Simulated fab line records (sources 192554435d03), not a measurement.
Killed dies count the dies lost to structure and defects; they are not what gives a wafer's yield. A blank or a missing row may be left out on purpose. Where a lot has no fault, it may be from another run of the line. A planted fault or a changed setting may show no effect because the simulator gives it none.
fab line records    flow n5_finfet
[record] lots = 4  wafers = 12  last_day = 19
route steps=1938 shown BEOL_M7@1299 BEOL_M8@1332 BEOL_M15@1830
lots that met no fault: taken from a fault-free run of the same line
start_h: hours from the record's opening day to when the first of the lot's shown wafers began    wait_h: hours elapsed since this lot's preceding step    " identical to the entry in the row above    L1.1+2: one row covering several wafers at once    - no value, or no start given    * or withheld: withheld    < > ~ a bound
route shown NAME@n: NAME is a module with steps in the file, n the number in the route of the first one    usual: the fault-free wafers' mean and standard deviation    same: alike in all rows    chamber/n: place in a boat    sites: each site's reading    _std_site: standard deviation across them    _edge_site: inner sites' mean taken away from outer sites' mean    radius_mm: how far each site lies from the wafer's centre    mask NAME#n: copy n    behind: tool/chamber where the wafer was last shaped    hold: the reason the lot was held/the length of the hold in hours/how it ended    device: the n, p or np transistor that did not switch    end of line: tests of these same wafers at the route's end    step lacking rows: just its recipe    killed: at the first sort, the dies lost to defects and structure; wafer yield is something else    map: per-die view of a wafer (x killed, . not killed, _ where there is no die)
set.NAME: the setting as run; set.NAME@STEP: as run at that earlier step    model.NAME: the simulator's own value behind a step, which no gauge read
certain route steps with their lots: each step a table, each wafer a row
services: when a tool's chamber went out of use (start_h, in hours from the record's first day, below 0 if earlier), for how many hours, and the reason
[[steps]]
[step N5_BEOL_M7_DESCUM_33]
[recipe] chemistry = O2  time_s = 7  source_power_w = 50  bias_power_w = 20  pressure_mtorr = 20  rf_frequency_hz = 2.712e+07  temp_c = 40  resist = CAR-EUV  o2_flow_sccm = 225
[step N5_BEOL_M7_ETCH_72]
[recipe] chemistry = N2/H2  target = underlayer  target_depth_a = 65  mask_material = CAR-EUV  time_s = 5.2  ion_energy_ev = 200  pressure_mtorr = 30  source_w = 840  bias_w = 150  n2_flow_sccm = 200  h2_flow_sccm = 200  ends = cleared
[step N5_BEOL_M7_ETCH_65]
[recipe] chemistry = CF4  target = SiARC  target_depth_a = 156  mask_material = CAR-EUV  time_s = 26  ion_energy_ev = 80  pressure_mtorr = 40  source_w = 545  bias_w = 36  Ar_flow_sccm = 100  cf4_flow_sccm = 100  ends = cleared
[step N5_BEOL_M7_ETCH_66]
[recipe] chemistry = N2/H2  target = SOC  target_depth_a = 800  overetch_a = 160  mask_material = SiARC  temp_c = 40  time_s = 120  ion_energy_ev = 200  pressure_mtorr = 30  source_w = 840  bias_w = 150  n2_flow_sccm = 200  h2_flow_sccm = 200
[step N5_BEOL_M7_STRIP_69]
[recipe] chemistry = N2/H2  temp_c = 40  n2_flow_sccm = 200  h2_flow_sccm = 200  rf_frequency_hz = 6e+07
[step N5_BEOL_M7_STRIP_73]
[recipe] chemistry = N2/H2  temp_c = 40  n2_flow_sccm = 200  h2_flow_sccm = 200  rf_frequency_hz = 6e+07
[step N5_BEOL_M7_VIA_ETCH_34]
[recipe] chemistry = C4F6/O2  target = SiCOH_lowk  target_depth_a = 1255  mask_material = SOC  taper_deg = 4  time_s = 50.5  ion_energy_ev = 250  pressure_mtorr = 30  source_w = 345  bias_w = 185  Ar_flow_sccm = 300  C4F6_flow_sccm = 10  O2_flow_sccm = 10
[step N5_BEOL_M7_STRIP_76]
[recipe] chemistry = C4F6/O2  resist = SiARC  rf_frequency_hz = 6e+07
[step N5_BEOL_M7_STRIP_36]
[recipe] chemistry = N2/H2  power_w = 450  temp_c = 40  pressure_mtorr = 20  rf_frequency_hz = 6e+07  overash_fraction = 0.3  bias_power_w = 7  h2_frac = 0.5  n2_flow_sccm = 200  h2_flow_sccm = 200
[step N5_BEOL_M7_TRENCH_ETCH_37]
[recipe] chemistry = C4F6/O2  target_depth_a = 934.78  target = SiCOH_lowk  time_s = 31.2  ion_energy_ev = 250  pressure_mtorr = 30  source_w = 345  bias_w = 185  Ar_flow_sccm = 300  C4F6_flow_sccm = 10  O2_flow_sccm = 10
[usual] bias_w = 185.0/0.56  drypump_motor_current_A = 5.6/0.55  oes_ar_750_au = 0.79/0.08  oes_f_703_au = 0.79/0.081  oes_product_au = 0.79/0.087  rf_fwd_power_W = 339.4/2  rf_vpp_V = 668/10  showerhead_plenum_p_Torr = 2.85/0.099  throttle_valve_pct = 21.02/0.28
lot.wafer  tool         chamber  start_h  wait_h  bias_w  drypump_motor_current_A  oes_ar_750_au  oes_f_703_au  oes_product_au  rf_fwd_power_W  rf_hours_counter_h  rf_vpp_V  showerhead_plenum_p_Torr  throttle_valve_pct  model.BEOL_M7.feature_depth_nm  model.etch.depth_nm
L999.1     rie_diel-03  2        286.92   -       184.5   6.1                      0.78           0.65          0.88            256.8           16                  785       2.90                      20.53               88.4                            88.47
L999.5     "            0        "        "       185.1   4.9                      0.63           0.53          0.70            255.2           -                   769       2.71                      21.20               83.4                            83.42
L999.6     "            3        "        "       184.6   6.3                      0.77           0.63          0.84            252.3           -                   755       2.81                      21.28               85.6                            85.6
L100.2     rie_diel-05  0        293.39   -       185.2   5.8                      0.80           0.81          0.80            339.7           98                  654       2.97                      20.80               93.4                            93.41
L100.3     "            1        "        "       184.7   5.6                      0.81           0.81          0.80            340.1           88                  673       3.00                      21.17               94                              93.94
L100.5     "            2        "        "       185.6   5.0                      0.88           0.88          0.88            339.5           -                   677       3.00                      21.01               94.4                            94.37
L102.1     rie_diel-03  1        306.94   -       185.3   6.0                      0.59           0.50          0.65            258.2           202                 760       2.82                      21.13               82.8                            82.79
L102.3     "            0        "        "       185.1   4.9                      0.63           0.53          0.70            256.7           196                 767       2.71                      21.22               83.8                            83.83
L102.4     "            3        "        "       185.3   6.3                      0.76           0.62          0.83            252.9           43                  756       2.81                      21.28               85.8                            85.8
L108.1     rie_diel-03  3        370.23   -       184.7   6.3                      0.85           0.84          0.85            335.3           63                  656       2.80                      21.34               93.8                            93.77
L108.2     "            1        "        "       184.9   6.1                      0.68           0.68          0.67            341.8           223                 659       2.81                      21.19               91.2                            91.22
L108.6     "            3        "        "       185.5   6.3                      0.85           0.84          0.86            335.7           -                   655       2.80                      21.32               94.2                            94.17
[step N5_BEOL_M7_ETCH_41]
[recipe] chemistry = CH3F/O2  target = SiCN  target_depth_a = 319  taper_deg = 2  time_s = 57.8  ion_energy_ev = 120  mask_material = TiN  pressure_mtorr = 30  source_w = 395  bias_w = 75  Ar_flow_sccm = 150  CH3F_flow_sccm = 30  O2_flow_sccm = 20
[step N5_BEOL_M7_STRIP_80]
[recipe] chemistry = N2/H2  time_s = 10  power_w = 450  temp_c = 40  pressure_mtorr = 20  rf_frequency_hz = 6e+07  bias_power_w = 7  n2_flow_sccm = 200  h2_flow_sccm = 200
[step N5_BEOL_M7_OCD_MEAS_38]
[usual] trench_depth_nm = 93.4/1.9
lot.wafer  tool    chamber  start_h  wait_h  trench_depth_nm
L999.1     ocd-01  -        287.08   -       87.9
L999.5     "       -        "        "       83.6
L999.6     "       -        "        "       86.1
L100.2     ocd-02  -        293.55   -       93.3
L100.3     "       -        "        "       94.4
L100.5     "       -        "        "       94.3
L102.1     ocd-02  -        307.10   -       83.0
L102.3     "       -        "        "       83.6
L102.4     "       -        "        "       85.9
L108.1     ocd-02  -        370.38   -       94.0
L108.2     "       -        "        "       91.1
L108.6     "       -        "        "       94.9
[step N5_BEOL_M7_HM_STRIP_39]
[recipe] chemistry = peroxide_tin_strip  material = TiN  target_depth_a = 250  temp_c = 50  time_s = 158
[step N5_BEOL_M7_SRD_40]
[recipe] time_s = 30  temp_c = 23  rinse_liquid = diw  dry = ipa_marangoni
[step N5_BEOL_M7_PRECLEAN_42]
[recipe] chemistry = residue_remover  time_s = 60  temp_c = 40
[step N5_BEOL_M7_SRD_43]
[recipe] time_s = 30  temp_c = 23  rinse_liquid = diw  dry = ipa_marangoni
[step N5_BEOL_M7_CURE_75]
[recipe] temp_c = 370  time_s = 120  ambient = DMADMS/He  material = SiCOH_lowk
[step N5_BEOL_M7_DEGAS_44]
[recipe] ambient = vacuum  temp_c = 250  time_s = 60
[step N5_BEOL_M7_PRE_CLEAN_45]
[recipe] gas = H2/He  time_s = 30  temp_c = 250
[step N5_BEOL_M7_ALD_77]
[recipe] material = TaN  target_thk_a = 20  temp_c = 275  ald_precursor_family = PDMAT  ald_co_reactant = NH3  pressure_torr = 3  carrier_flow_sccm = 1500  pulse_time_s = 2  purge_time_s = 3  co_reactant_purge_time_s = 2  co_reactant_pulse_time_s = 3  ald_cycles = 40  precursor_vessel_temp_c = 75  precursor_vessel_pressure_torr = 26.25  precursor_vessel_carrier_sccm = 1000
[step N5_BEOL_M7_SURFACE_TREAT_79]
[recipe] gas = Ar  time_s = *  ion_energy_ev = *  ion_current_ma_cm2 = 0.5  pressure_mtorr = *  ar_flow_sccm = 30
[step N5_BEOL_M7_CVD_78]
[recipe] material = Co  target_thk_a = 20  temp_c = withheld  precursor = CCTBA/H2  pressure_torr = 30  time_s = 142.3
[step N5_BEOL_M7_SPUTTER_48]
[recipe] material = Cu  target_thk_a = 100  temp_c = -20  bias_v = 60  power_w = 26000  chamber_pressure_pa = 0.13  time_s = 1.667
[step N5_BEOL_M7_ECD_50]
[recipe] material = Cu  target_thk_a = 3000
[step N5_BEOL_M7_ANNEAL_51]
[recipe] temp_c = 225  time_s = 90  ambient = N2
[step N5_BEOL_M7_CMP_52]
[recipe] stop_on = SiCOH_lowk  t_overpolish_s = 6.9  down_force_psi = 1  platen_rpm = 50  clearing_platen_down_force_psi = 1.5  clearing_platen_rpm = 50  post_cmp_clean = cu_alkaline  target_thk_nm = 80  clearing_platen_pad_velocity_m_s = 0.99484  pad_velocity_m_s = 0.99484
[usual] barrier_field_endpoint_s = 29.1/0.74  motor_current_A = 6.0/0.61  overpolish_run_s = 6.900/0.0093  time_to_endpoint_s = 63/3.4
lot.wafer  tool    chamber  start_h  wait_h  barrier_field_endpoint_s  motor_current_A  overpolish_run_s  time_to_endpoint_s  model.Cu_of_BEOL_M7_ECD_50.thk_nm
L999.1     cmp-04  2        292.25   0.4     29.2                      7.1              6.905             58                  75
L999.5     "       3        "        "       29.8                      7.1              6.906             64                  70.4
L999.6     "       0        "        "       28.8                      6.5              6.892             60                  71.4
L100.3     cmp-01  3        296.12   0.2     29.6                      5.3              6.903             69                  81.2
L100.2     "       1        "        "       31.4                      6.3              6.899             74                  81.4
L100.5     "       0        "        "       30.9                      6.3              6.881             68                  83
L102.3     cmp-01  0        309.21   0.2     29.6                      6.8              6.908             66                  71.6
L102.1     "       1        "        "       30.1                      6.0              6.906             69                  71.8
L102.4     "       3        "        "       29.1                      5.4              6.902             64                  74.2
L108.2     cmp-03  1        372.57   0.3     29.5                      6.7              6.891             70                  78.4
L108.1     "       2        "        "       27.9                      6.1              6.903             62                  79.4
L108.6     "       3        "        "       28.8                      5.0              6.901             65                  81.2
[step N5_BEOL_M7_THK_MEAS_53]
[recipe] thk_meas_gauge = xrf  reads = Cu_of_BEOL_M7_ECD_50
[usual] M7_THK = 81.2/2
lot.wafer  tool           chamber  start_h  wait_h  M7_THK[nm]
L999.1     film_metro-02  -        292.43   -       76.2
L999.5     "              -        "        "       71.3
L999.6     "              -        "        "       72.5
L100.2     film_metro-02  -        296.42   -       82.0
L100.3     "              -        "        "       82.2
L100.5     "              -        "        "       83.9
L102.1     film_metro-01  -        309.51   -       73.1
L102.3     "              -        "        "       72.8
L102.4     "              -        "        "       75.1
L108.1     film_metro-02  -        372.79   -       80.3
L108.2     "              -        "        "       79.3
L108.6     "              -        "        "       81.9
[step N5_BEOL_M7_PRE_CLEAN_55]
[recipe] gas = NH3  time_s = 15  temp_c = withheld  rf_power_w = 300
[step N5_BEOL_M7_DEP_56]
[recipe] material = SiCN  target_thk_a = 100  temp_c = withheld  precursor = 3MS/NH3  pressure_torr = 3  rf_w = 202  time_s = 17.5
[step N5_BEOL_M7_RS_MEAS_57]
[recipe] thk_meas_gauge = four-point-probe  reads = Cu_of_BEOL_M7_ECD_50+Co_of_BEOL_M7_CVD_78+TaN_of_BEOL_M7_ALD_77
[usual] M7_RS = 0.285/0.0083
lot.wafer  tool           chamber  start_h  wait_h  M7_RS[ohm/sq]
L999.1     film_metro-02  -        292.56   0.1     0.308
L999.5     "              -        "        "       0.333
L999.6     "              -        "        "       0.327
L100.2     film_metro-01  -        296.55   0.1     0.281
L100.3     "              -        "        "       0.281
L100.5     "              -        "        "       0.274
L102.1     film_metro-01  -        309.67   0.1     0.326
L102.3     "              -        "        "       0.327
L102.4     "              -        "        "       0.314
L108.1     film_metro-02  -        372.92   0.1     0.288
L108.2     "              -        "        "       0.292
L108.6     "              -        "        "       0.281
[step N5_BEOL_M8_ILD_DEP_00]
[recipe] material = SiCOH_lowk  target_thk_a = 1797.5  temp_c = 300  precursor = DEMS/porogen  pressure_torr = 5  rf_w = 500  time_s = 33.4
[step N5_BEOL_M8_CURE_74]
[recipe] temp_c = 385  time_s = 240  ambient = He/Ar  material = SiCOH_lowk
[step N5_BEOL_M8_PECVD_70]
[recipe] material = SiO2  target_thk_a = 200  temp_c = 400  precursor = TEOS/O2  pressure_torr = 5.5  rf_w = 450  teos_flow_sccm = 53.8  gas = O2  flow_sccm = 3000  time_s = 22.7
[step N5_BEOL_M8_HM_DEP_02]
[recipe] material = TiN  target_thk_a = 200  temp_c = 25  chamber_pressure_pa = 0.49996
[step N5_BEOL_M8_COAT_59]
[recipe] resist = SOC  temp_c = 250  time_s = 60  spin_rpm = 1500  resist_thk_nm = 100
[step N5_BEOL_M15_RC_MEAS_101]
[usual] COMB_M10 = 1.5e-11/3e-12  COMB_M11 = 1.43e-11/3e-12  COMB_M12 = 6.6e-12/1.2e-12  COMB_M13 = 4.9e-12/9.3e-13  COMB_M14 = 4e-12/7.8e-13  COMB_M15 = 2.8e-12/6e-13  COMB_M5 = 3.6e-11/6.4e-12  COMB_M6 = 2.5e-11/5.3e-12  COMB_M7 = 2.7e-11/5.7e-12  COMB_M7_max_site = 3.8e-11/8.9e-12  COMB_M8 = 2.6e-11/5.2e-12  COMB_M9 = 1.5e-11/3.4e-12  SERP_M10 = 3.11/0.096  SERP_M11 = 3.08/0.083  SERP_M12 = 0.635/0.017  SERP_M13 = 0.308/0.0074  SERP_M14 = 0.162/0.0035  SERP_M5 = 38.5/1.7  SERP_M6 = 13.7/0.65  SERP_M6_max_site = 14.3/0.73  SERP_M7 = 13.8/0.55  SERP_M7_max_site = 14.4/0.57  SERP_M8 = 13.6/0.51  SERP_M9 = 3.06/0.089
lot.wafer  tool       chamber  start_h  wait_h  COMB_M10[S/m]  COMB_M11[S/m]  COMB_M12[S/m]  COMB_M13[S/m]  COMB_M14[S/m]  COMB_M15[S/m]  COMB_M5[S/m]  COMB_M6[S/m]  COMB_M7[S/m]  COMB_M7_max_site[S/m]  COMB_M8[S/m]  COMB_M9[S/m]  SERP_M10[ohm/um]  SERP_M11[ohm/um]  SERP_M12[ohm/um]  SERP_M13[ohm/um]  SERP_M14[ohm/um]  SERP_M5[ohm/um]  SERP_M6[ohm/um]  SERP_M6_max_site[ohm/um]  SERP_M7[ohm/um]  SERP_M7_max_site[ohm/um]  SERP_M8[ohm/um]  SERP_M9[ohm/um]
L100.2     prober-01  0        356.32   0.2     1.5e-11        1.72e-11       5.8e-12        3.6e-12        4.6e-12        2.4e-12        3.9e-11       3.1e-11       1.8e-11       2.3e-11                2.3e-11       1.1e-11       3.20              3.11              0.633             0.293             0.163             38.2             13.4             13.6                      14.1             14.9                      13.9             3.14
L100.3     "          0        "        "       1.8e-11        1.53e-11       5.5e-12        4.4e-12        3.4e-12        2.8e-12        4e-11         3.1e-11       1.8e-11       2.4e-11                1.8e-11       1.7e-11       2.93              3.06              0.621             0.315             0.161             39.9             13.4             14.2                      13.9             14.5                      13.9             3.15
L100.5     "          0        "        "       1.3e-11        1.17e-11       6.6e-12        5.2e-12        5.9e-12        2.7e-12        3.9e-11       2.7e-11       1.3e-11       2e-11                  2.2e-11       1.2e-11       3.14              3.08              0.632             0.295             0.164             39.8             13.4             14.8                      13.6             14.4                      13.3             3.03
L999.1     prober-02  0        359.20   0.0     1.3e-11        1.83e-11       8.6e-12        6.7e-12        3e-12          2.7e-12        2.3e-11       2.4e-11       3e-11         3.9e-11                2.8e-11       1.6e-11       3.22              3.06              0.633             0.303             0.163             37.5             12.3             12.9                      15.7             16.0                      14.1             2.97
L999.5     "          0        "        "       1.7e-11        1.46e-11       5e-12          5.1e-12        4e-12          3.9e-12        2.8e-11       3.9e-11       3.8e-11       4.8e-11                1.8e-11       1.1e-11       3.18              3.10              0.623             0.305             0.164             38.2             12.9             13.5                      16.8             17.8                      13.4             2.92
L999.6     "          0        "        "       1.8e-11        1.72e-11       6.5e-12        5.8e-12        2.9e-12        3.4e-12        3.2e-11       2.2e-11       2.2e-11       2.5e-11                2.7e-11       1.7e-11       3.20              3.00              0.646             0.302             0.165             41.5             13.1             13.4                      16.2             16.6                      14.4             3.12
L102.1     prober-02  0        366.95   0.0     1.4e-11        1.66e-11       5.3e-12        5.2e-12        3.1e-12        4.3e-12        2.9e-11       3.2e-11       2.5e-11       3.5e-11                2.6e-11       1.8e-11       3.26              3.08              0.630             0.310             0.157             40.4             14.7             16.0                      16.4             16.9                      14.5             3.26
L102.3     "          0        "        "       1.6e-11        1.31e-11       4.6e-12        5e-12          3.5e-12        2.5e-12        3.1e-11       3.9e-11       3.5e-11       5.4e-11                3.4e-11       1.8e-11       3.21              3.03              0.652             0.317             0.167             34.0             13.7             14.3                      16.6             17.1                      13.7             3.09
L102.4     "          0        "        "       1.4e-11        1.64e-11       7.3e-12        4.5e-12        3.6e-12        2.6e-12        3.1e-11       2.2e-11       3e-11         5.6e-11                2.9e-11       1.4e-11       3.01              2.91              0.632             0.313             0.164             36.6             13.3             13.8                      15.6             16.0                      12.8             3.13
L108.1     prober-01  0        430.81   0.0     1.4e-11        1.29e-11       5.6e-12        4.3e-12        3.3e-12        2.6e-12        3.2e-11       2e-11         4.6e-11       5.5e-11                2.7e-11       1.6e-11       2.97              3.23              0.664             0.308             0.160             38.0             13.0             14.3                      13.4             14.6                      13.2             3.15
L108.2     "          0        "        "       1.5e-11        1.04e-11       5.3e-12        5.7e-12        2.5e-12        2.8e-12        3.4e-11       2.3e-11       2.9e-11       4.5e-11                3.3e-11       2e-11         2.98              2.96              0.642             0.297             0.156             37.8             12.8             13.9                      14.4             14.7                      13.3             3.15
L108.6     "          0        "        "       1.5e-11        1.24e-11       8.9e-12        3.3e-12        3.2e-12        3e-12          3.9e-11       2.7e-11       2.7e-11       3.2e-11                2.3e-11       1.4e-11       3.02              3.17              0.642             0.307             0.164             38.3             13.2             13.9                      13.1             13.6                      13.9             3.19
// sites SERP_M7 radius_mm=0,75,75,75,75,140,140,140,140
L100.2 13.8 13.9 14.4 14.1 13.6 14.0 14.6 14.3 14.9
L999.1 16.0 15.7 15.7 15.9 15.7 14.9 15.5 15.7 15.2
L102.1 16.6 16.4 16.6 16.5 16.9 15.1 15.8 16.0 15.4
L108.1 12.7 13.0 13.1 13.4 12.9 14.4 14.2 14.6 14.2
[[services]]
tool    chamber  start_h  hours  kind
cmp-03  -        265.70   3.4    pm
cmp-04  -        278.23   0.5    repair
cmp-03  -        318.99   4.0    pm
cmp-03  -        322.99   -      consumable_replace:conditioner
cmp-03  -        322.99   -      consumable_replace:pad
cmp-04  -        360.79   8.1    pm
cmp-01  -        365.02   7.7    pm
cmp-04  -        371.85   2.7    repair
[[key]]
[first_sign] step = N5_BEOL_M7_TRENCH_ETCH_37  reading = rf_fwd_power_W  direction = down  sigmas = 41  usual = *  struck = *
[effect] step = N5_BEOL_M7_TRENCH_ETCH_37  reading = rf_vpp_V  direction = up  sigmas = 9.7  usual = 668  struck = 765
[effect] step = N5_BEOL_M7_OCD_MEAS_38  reading = trench_depth_nm  direction = down  sigmas = 4.5  usual = 93.4  struck = 85.0
[effect] step = N5_BEOL_M7_THK_MEAS_53  reading = M7_THK  direction = down  sigmas = 3.8  usual = 81.2  struck = 73.5
[effect] step = N5_BEOL_M7_RS_MEAS_57  reading = M7_RS  direction = up  sigmas = 4.5  usual = 0.285  struck = 0.322
[effect] step = N5_BEOL_M15_RC_MEAS_101  reading = SERP_M7  direction = up  sigmas = 4.4  usual = 13.8  struck = 16.2
[model_effect] step = N5_BEOL_M7_TRENCH_ETCH_37  value = BEOL_M7.feature_depth_nm  without = 94.5  struck = 84.97
[model_effect] step = N5_BEOL_M7_CMP_52  value = Cu_of_BEOL_M7_ECD_50.thk_nm  without = 81.93  struck = 72.4
met_at N5_BEOL_M7_TRENCH_ETCH_37
struck_wafers L999.1,L999.5,L999.6,L102.1,L102.3,L102.4
[fault] kind = process_parameter_drift  tool = rie_diel-03  chamber = -  onset_h = 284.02  steps = N5_BEOL_M7_TRENCH_ETCH_37  channel = source_w  offset = -82.8  shape = step  end_h = 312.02  acts_in = these_recipes_only  stated = 345
